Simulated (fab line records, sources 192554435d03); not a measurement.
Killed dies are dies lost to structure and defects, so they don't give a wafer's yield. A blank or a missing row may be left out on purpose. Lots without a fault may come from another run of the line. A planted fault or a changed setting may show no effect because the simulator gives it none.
fab line records | flow n5_finfet
record lots=7 wafers=39
route steps=1938 shown HKMG_FIN@442 BEOL_M2@887 BEOL_M5@1116 BEOL_M8@1332 BEOL_M9@1460
start_h: hours from the record's first day to the start of the lot's first wafer shown | wait_h: hours since the lot's step before | " the same as in the row above | L1.1+2: a row that stands for several wafers | - no value, or no start given | * or withheld: withheld | < > ~ a bound
route shown NAME@n: a module of which the file shows steps, and the number in the route of the first | usual: mean/standard deviation of fault-free wafers | same: alike in all rows | chamber/n: place in a boat | sites: the reading at each site | _std_site: their standard deviation | _edge_site: outer sites' mean less inner sites' | radius_mm: how far each site lies from the wafer's centre | mask NAME#n: copy n | behind: the tool/chamber that last shaped the wafer | hold: why the lot was held/for how many hours/how that ended | device: the transistor (n, p or np) that didn't switch | end of line: the same wafers' tests at the end of the route | a step without rows: its recipe alone | killed: dies lost to structure and defects at the first sort, not the wafer's yield | map: a wafer's dies, x killed, . not, _ none there
set.NAME: the setting as run; set.NAME@STEP: as run at that earlier step | model.NAME: the simulator's own value behind a step, which no gauge read
lots whose settings were changed on purpose; a table a step, a row a wafer
## steps
# step N5_HKMG_FIN_ALD_91
# recipe material=TiN target_thk_a=10 temp_c=400 ald_precursor_family=TiCl4 ald_co_reactant=NH3 pulse_time_s=1 purge_time_s=3 co_reactant_purge_time_s=2 co_reactant_pulse_time_s=2 ald_cycles=47 pressure_torr=3
# columns lot.wafer tool chamber start_h wait_h set.ald_cycles model.TiN_of_HKMG_FIN_ALD_91.thk_nm
L080.1+3+6 ald_metal-03 1,2,0 120.36 0.3 47 1
L080.2+4+5 " 0,3,3 " " 21 0.4
L082.1+3+6 ald_metal-04 0,1,3 129.19 0.3 47 1
L082.2+4+5 " 3,0,1 " " 25 0.6
L086.1+2+3+4+5+6 ald_metal-04 2,1,0,3,1,2 147.65 0.3 47 1
L087.1+2+3 ald_metal-04 2,0,3 153.39 0.3 47 1
L087.4+5+6 " 1,0,1 " " 39 0.8
L091.1+4+6 ald_metal-02 1,2,3 175.81 0.3 29 0.6
L091.2+3+5 " 0,3,0 " " 47 1
L095.1+4+5 ald_metal-02 0,2,1 202.61 0.3 70 1.4
L095.2+3+6 " 2,1,0 " " 47 1
L097.1+4+6 ald_metal-02 1,2,2 214.49 0.3 47 1
# step N5_BEOL_M2_VIA_ETCH_34
# recipe chemistry=C4F6/O2 target_depth_a=694 mask_material=SOC pressure_mtorr=15 ion_energy_ev=250 taper_deg=4 time_s=65.9 source_w=350 bias_w=170 Ar_flow_sccm=300 C4F6_flow_sccm=10 O2_flow_sccm=10
# columns lot.wafer tool chamber start_h wait_h set.time_s model.etch.depth_nm model.SOC_of_BEOL_M2_COAT_67.thk_nm
L080.1 rie_diel-01 1 212.55 0.0 65.9 68.21 52
L080.2 " 3 " " 102.3 107 47
L080.3 " 2 " " 65.9 68.38 51.6
L080.4 " 1 " " 102.3 105.6 47.6
L080.5 " 2 " " 65.9 68.89 51.6
L080.6 " 3 " " 102.3 105.7 47.4
L082.1 rie_diel-05 2 222.67 0.0 65.9 70.34 51.6
L082.2 " 3 " " 29.28 30.99 55.8
L082.3 " 1 " " 29.28 30.04 56.2
L082.4 " 0 " " 65.9 68.65 51.4
L082.5 " 3 " " 65.9 69.71 51.6
L082.6 " 0 " " 29.28 30.81 56
L086.1 rie_diel-05 0 235.66 0.0 34.26 35.15 56
L086.2 " 3 " " 34.26 35.59 55.8
L086.3 " 2 " " 34.26 36.06 55.8
L086.4 " 1 " " 65.9 66.63 52
L086.5 " 1 " " 65.9 66.87 52
L086.6 " 2 " " 65.9 70.01 52
L087.1 rie_diel-04 3 261.45 0.0 65.9 68.66 52
L087.2 " 1 " " 48.96 52.89 54.2
L087.3 " 2 " " 65.9 67.08 52.4
L087.4 " 3 " " 48.96 50.65 54.2
L087.5 " 1 " " 48.96 52.68 54.2
L087.6 " 2 " " 65.9 66.88 52.8
L091.1 rie_diel-04 2 276.26 0.0 100.9 103.2 48.6
L091.2 " 1 " " 100.9 108.6 47.6
L091.3 " 3 " " 65.9 68.39 51.8
L091.4 " 0 " " 100.9 109.1 47.2
L091.5 " 1 " " 65.9 71.5 51.8
L091.6 " 0 " " 65.9 70.95 51.8
L097.1 rie_diel-04 0 314.03 0.0 65.9 69.27 51.8
L097.4 " 1 " " 65.9 70.47 51.6
L097.6 " 0 " " 65.9 69.53 51.6
L095.1 rie_diel-05 2 314.14 0.0 50.74 53.38 54
L095.2 " 1 " " 65.9 67.74 52
L095.3 " 0 " " 50.74 52.94 53.8
L095.4 " 3 " " 65.9 68.82 52.2
L095.5 " 1 " " 65.9 67.65 52.2
L095.6 " 2 " " 50.74 53.68 53.8
# step N5_BEOL_M5_HM_DEP_02
# recipe material=TiN target_thk_a=200 temp_c=25 chamber_pressure_pa=0.49996
# columns lot.wafer tool chamber start_h wait_h set.target_thk_a model.TiN_of_BEOL_M5_HM_DEP_02.thk_nm
L080.1 pvd_sputter-02 - 267.60 0.5 162 16.2
L080.2+6 " - " " 200 20
L080.3 " - " " 200 20.4
L080.4+5 " - " " 162 16
L082.1+5 pvd_sputter-03 - 286.97 0.4 200 20
L082.2 " - " " 200 19.8
L082.3+6 " - " " 300.8 30.2
L082.4 " - " " 300.8 29.6
L086.1 pvd_sputter-03 - 303.42 1.6 118.8 12
L086.2+4 " - " " 200 20
L086.3+5 " - " " 118.8 11.2
L086.6 " - " " 200 19.8
L087.1+5 pvd_sputter-01 - 326.18 1.5 200 20.2
L087.2 " - " " 286.2 28.4
L087.3 " - " " 286.2 28.8
L087.4 " - " " 200 20
L087.6 " - " " 286.2 29
L091.1+3+6 pvd_sputter-02 - 329.37 0.9 200 20.2
L091.2+5 " - " " 200 19.8
L091.4 " - " " 200 20
L097.1 pvd_sputter-02 - 378.37 1.4 200 20.2
L097.4 " - " " 200 19.8
L097.6 " - " " 200 20
L095.1+2+5 pvd_sputter-01 - 405.02 0.9 200 20
L095.3 " - " " 133.4 13.6
L095.4 " - " " 133.4 13
L095.6 " - " " 133.4 13.4
# step N5_BEOL_M5_COAT_59
# recipe resist=SOC temp_c=250 time_s=60 spin_rpm=1500 resist_thk_nm=60
# step N5_BEOL_M5_COAT_60
# recipe resist=SiARC temp_c=220 time_s=60 spin_rpm=1500 resist_thk_nm=12
# step N5_BEOL_M5_STRIP_73
# recipe chemistry=N2/H2 temp_c=40 n2_flow_sccm=200 h2_flow_sccm=200 rf_frequency_hz=6e+07
# step N5_BEOL_M5_STRIP_64
# recipe chemistry=CF4 resist=SiARC power_w=300 bias_power_w=75 pressure_mtorr=50 cf4_flow_sccm=150 rf_frequency_hz=6e+07
# step N5_BEOL_M5_HM_OPEN_17
# recipe chemistry=Cl2/BCl3 target_depth_a=200 overetch_a=60 target=TiN mask_material=SOC ion_energy_ev=150 pressure_mtorr=10 icp_w=1000 bias_w=126 Cl2_flow_sccm=53.25 bcl3_flow_sccm=21.75 Ar_flow_sccm=25
# columns lot.wafer tool chamber start_h wait_h set.target_thk_a@BEOL_M5_HM_DEP_02 model.etch.depth_nm
L080.1 rie_metal-01 0 268.48 0.0 162 16.17
L080.2 " 1 " " 200 19.9
L080.3 " 0 " " 200 20.3
L080.4 " 1 " " 162 15.9
L080.5 " 1 " " 162 16.09
L080.6 " 0 " " 200 20.08
L082.1 rie_metal-01 0 288.31 0.0 200 20.05
L082.2 " 1 " " 200 19.88
L082.3 " 0 " " 300.8 27.25
L082.4 " 1 " " 300.8 25.53
L082.5 " 0 " " 200 20.02
L082.6 " 1 " " 300.8 25.48
L086.1 rie_metal-01 1 304.20 0.0 118.8 11.98
L086.2 " 0 " " 200 19.93
L086.3+5 " 1,0 " " 118.8 11.28
L086.4 " 0 " " 200 19.95
L086.6 " 1 " " 200 19.89
L087.1 rie_metal-03 0 327.08 0.0 200 20.3
L087.2 " 1 " " 286.2 26.03
L087.3 " 0 " " 286.2 27.88
L087.4 " 1 " " 200 20.02
L087.5 " 0 " " 200 20.13
L087.6 " 1 " " 286.2 25.68
L091.1 rie_metal-01 0 330.26 0.0 200 20.23
L091.2 " 1 " " 200 19.88
L091.3 " 0 " " 200 20.21
L091.4 " 1 " " 200 19.97
L091.5 " 1 " " 200 19.87
L091.6 " 0 " " 200 20.18
L097.1 rie_metal-02 0 379.66 0.0 200 20.17
L097.4 " 0 " " 200 19.86
L097.6 " 1 " " 200 20.06
L095.1+5 rie_metal-02 1,0 405.90 0.0 200 20.07
L095.2 " 0 " " 200 19.98
L095.3 " 1 " " 133.4 13.55
L095.4 " 0 " " 133.4 12.91
L095.6 " 1 " " 133.4 13.42
# step N5_BEOL_M8_ILD_DEP_00
# recipe material=SiCOH_lowk target_thk_a=1797.5 temp_c=300 precursor=DEMS/porogen pressure_torr=5 rf_w=500 time_s=33.4
# columns lot.wafer tool chamber start_h wait_h set.target_thk_a model.SiCOH_lowk_of_BEOL_M8_ILD_DEP_00.thk_nm
L080.1 pecvd-01 1 294.80 0.0 1797.5 180.6
L080.2 " 2 " " 1526 151.8
L080.3 " 0 " " 1797.5 182.4
L080.4 " 1 " " 1797.5 182
L080.5 " 0 " " 1526 156
L080.6 " 2 " " 1526 153.2
L082.1 pecvd-03 2 313.66 0.0 2377 236.8
L082.2 " 1 " " 1797.5 177.2
L082.3 " 0 " " 2377 235.6
L082.4 " 0 " " 2377 239.6
L082.5 " 2 " " 1797.5 180
L082.6 " 1 " " 1797.5 180.8
L086.1 pecvd-01 2 328.42 0.0 1797.5 179.6
L086.2 " 1 " " 2163 214.6
L086.3 " 0 " " 2163 217.2
L086.4 " 1 " " 1797.5 180.8
L086.5 " 0 " " 1797.5 184
L086.6 " 2 " " 2163 219.6
L087.1 pecvd-01 1 352.91 0.0 1797.5 180.2
L087.2 " 2 " " 2698 265.4
L087.3 " 0 " " 1797.5 180.4
L087.4 " 2 " " 2698 271.4
L087.5 " 1 " " 1797.5 184.6
L087.6 " 0 " " 2698 273.6
L091.1 pecvd-02 2 353.72 0.0 1265 128.8
L091.2 " 0 " " 1797.5 178.4
L091.3 " 1 " " 1797.5 180.4
L091.4 " 1 " " 1797.5 183.4
L091.5 " 2 " " 1265 130.6
L091.6 " 0 " " 1265 126.2
L097.1 pecvd-01 0 403.54 0.0 1797.5 181.8
L097.4 " 0 " " 1797.5 184.6
L097.6 " 2 " " 1797.5 181.4
L095.1 pecvd-01 2 431.99 0.0 1797.5 177.4
L095.2 " 0 " " 1797.5 177
L095.3 " 1 " " 1797.5 178.4
L095.4 " 0 " " 1797.5 180.2
L095.5 " 2 " " 1797.5 178.6
L095.6 " 1 " " 1797.5 181.4
# step N5_BEOL_M8_CURE_74
# recipe temp_c=385 time_s=240 ambient=He/Ar material=SiCOH_lowk
# columns lot.wafer tool chamber start_h wait_h set.target_thk_a@BEOL_M8_ILD_DEP_00 model.SiCOH_lowk_of_BEOL_M8_ILD_DEP_00.thk_nm
L080.1 uv_cure-03 0 294.87 0.0 1797.5 155.8
L080.2 " 0 " " 1526 130.6
L080.3 " 0 " " 1797.5 157.4
L080.4 " 0 " " 1797.5 156.8
L080.5 " 0 " " 1526 134.2
L080.6 " 0 " " 1526 132
L082.1 uv_cure-03 1 313.73 0.0 2377 204.8
L082.2 " 1 " " 1797.5 152.8
L082.3 " 1 " " 2377 203.8
L082.4 " 1 " " 2377 207.4
L082.5 " 1 " " 1797.5 155.2
L082.6 " 1 " " 1797.5 156
L086.1 uv_cure-02 1 328.49 0.0 1797.5 154.8
L086.2 " 1 " " 2163 185.4
L086.3 " 1 " " 2163 187.8
L086.4 " 1 " " 1797.5 156
L086.5 " 1 " " 1797.5 158.6
L086.6 " 1 " " 2163 189.8
L087.1+3 uv_cure-01 0 353.28 0.4 1797.5 155.4
L087.2 " 0 " " 2698 230
L087.4 " 0 " " 2698 235.2
L087.5 " 0 " " 1797.5 159.2
L087.6 " 0 " " 2698 237.2
L091.1 uv_cure-01 1 353.79 0.0 1265 110.8
L091.2 " 1 " " 1797.5 153.8
L091.3 " 1 " " 1797.5 155.6
L091.4 " 1 " " 1797.5 158.2
L091.5 " 1 " " 1265 112.2
L091.6 " 1 " " 1265 108.4
L097.1 uv_cure-01 1 403.61 0.0 1797.5 156.8
L097.4 " 1 " " 1797.5 159.2
L097.6 " 1 " " 1797.5 156.4
L095.1 uv_cure-01 0 432.05 0.0 1797.5 152.8
L095.2 " 0 " " 1797.5 152.6
L095.3 " 0 " " 1797.5 153.8
L095.4 " 0 " " 1797.5 155.4
L095.5 " 0 " " 1797.5 154
L095.6 " 0 " " 1797.5 156.6
# step N5_BEOL_M8_THK_MEAS_01
# recipe reads=SiCOH_lowk_of_BEOL_M8_ILD_DEP_00
# usual M8_ILD_THK=154.9/2
# columns lot.wafer tool chamber start_h wait_h set.target_thk_a@BEOL_M8_ILD_DEP_00 M8_ILD_THK[nm]
L080.1 film_metro-01 - 295.38 0.4 1797.5 155.9
L080.2 " - " " 1526 130.7
L080.3 " - " " 1797.5 157.3
L080.4 " - " " 1797.5 156.9
L080.5 " - " " 1526 134.1
L080.6 " - " " 1526 132.0
L082.1 film_metro-02 - 314.24 0.4 2377 204.9
L082.2 " - " " 1797.5 152.7
L082.3 " - " " 2377 203.7
L082.4 " - " " 2377 207.3
L082.5 " - " " 1797.5 155.4
L082.6 " - " " 1797.5 156.0
L086.1 film_metro-02 - 329.00 0.4 1797.5 154.8
L086.2 " - " " 2163 185.5
L086.3 " - " " 2163 187.8
L086.4 " - " " 1797.5 155.9
L086.5 " - " " 1797.5 158.6
L086.6 " - " " 2163 189.7
L087.1 film_metro-02 - 353.80 0.4 1797.5 155.3
L087.2 " - " " 2698 230.0
L087.3 " - " " 1797.5 155.6
L087.4 " - " " 2698 235.1
L087.5 " - " " 1797.5 159.2
L087.6 " - " " 2698 237.2
L091.1 film_metro-01 - 354.30 0.4 1265 110.8
L091.2 " - " " 1797.5 153.8
L091.3 " - " " 1797.5 155.5
L091.4 " - " " 1797.5 158.3
L091.5 " - " " 1265 112.2
L091.6 " - " " 1265 108.5
L097.1 film_metro-01 - 404.12 0.4 1797.5 156.7
L097.4 " - " " 1797.5 159.3
L097.6 " - " " 1797.5 156.5
L095.1 film_metro-01 - 433.05 0.8 1797.5 152.9
L095.2 " - " " 1797.5 152.8
L095.3 " - " " 1797.5 153.7
L095.4 " - " " 1797.5 155.4
L095.5 " - " " 1797.5 154.0
L095.6 " - " " 1797.5 156.5
# step N5_BEOL_M9_CVD_78
# recipe material=Co target_thk_a=20 temp_c=withheld precursor=CCTBA/H2 pressure_torr=30 time_s=138.9
# columns lot.wafer tool chamber start_h wait_h set.target_thk_a model.Co_of_BEOL_M9_CVD_78.thk_nm
L080.1+2+6 cvd_co-02 0,1,0 308.63 0.0 20 2
L080.3+4 " 2 " " 16.35 1.6
L080.5 " 1 " " 16.35 1.4
L082.1+3 cvd_co-02 2,0 326.89 0.0 20 2
L082.2 " 1 " " 20 1.8
L082.4 " 2 " " 15.76 1.4
L082.5 " 1 " " 15.76 1.2
L082.6 " 0 " " 15.76 1.6
L086.1 cvd_co-02 2 347.21 0.0 28.74 2.8
L086.2+6 " 0 " " 28.74 3
L086.3 " 2 " " 20 1.8
L086.4+5 " 0,2 " " 20 2
L087.1+3+5+6 cvd_co-01 0,2,0,1 367.20 0.4 20 2
L087.2+4 " 1,2 " " 20 2.2
L091.1+2+3+6 cvd_co-01 2,0,1,0 370.28 0.2 20 2
L091.4+5 " 1,2 " " 20 1.8
L097.1+6 cvd_co-02 0,2 420.54 0.1 20 2
L097.4 " 0 " " 20 2.2
L095.1+3 cvd_co-01 2,1 451.01 0.2 23.68 2.4
L095.2+5+6 " 0,0,2 " " 20 2
L095.4 " 1 " " 23.68 2.2
## key
split step=N5_HKMG_FIN_ALD_91 setting=ald_cycles stated=47 by=wafer
response step=N5_HKMG_FIN_ALD_91 reading=model.TiN_of_HKMG_FIN_ALD_91.thk_nm change=+0.00959 per=1% r=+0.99
split step=N5_BEOL_M2_VIA_ETCH_34 setting=time_s stated=65.9 by=wafer
response step=N5_BEOL_M2_VIA_ETCH_34 reading=model.etch.depth_nm change=+0.68 per=1% r=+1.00
response step=N5_BEOL_M2_VIA_ETCH_34 reading=model.SOC_of_BEOL_M2_COAT_67.thk_nm change=-0.0783 per=1% r=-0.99
split step=N5_BEOL_M5_HM_DEP_02 setting=target_thk_a stated=200 by=wafer
response step=N5_BEOL_M5_HM_DEP_02 reading=model.TiN_of_BEOL_M5_HM_DEP_02.thk_nm change=+0.202 per=1% r=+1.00
response step=N5_BEOL_M5_HM_OPEN_17 reading=model.etch.depth_nm change=+0.163 per=1% r=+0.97
split step=N5_BEOL_M8_ILD_DEP_00 setting=target_thk_a stated=1797.5 by=wafer
response step=N5_BEOL_M8_ILD_DEP_00 reading=model.SiCOH_lowk_of_BEOL_M8_ILD_DEP_00.thk_nm change=+1.77 per=1% r=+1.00
response step=N5_BEOL_M8_CURE_74 reading=model.SiCOH_lowk_of_BEOL_M8_ILD_DEP_00.thk_nm change=+1.55 per=1% r=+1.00
response step=N5_BEOL_M8_THK_MEAS_01 reading=M8_ILD_THK change=+1.55 per=1% r=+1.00
split step=N5_BEOL_M9_CVD_78 setting=target_thk_a stated=20 by=wafer
response step=N5_BEOL_M9_CVD_78 reading=model.Co_of_BEOL_M9_CVD_78.thk_nm change=+0.023 per=1% r=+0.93
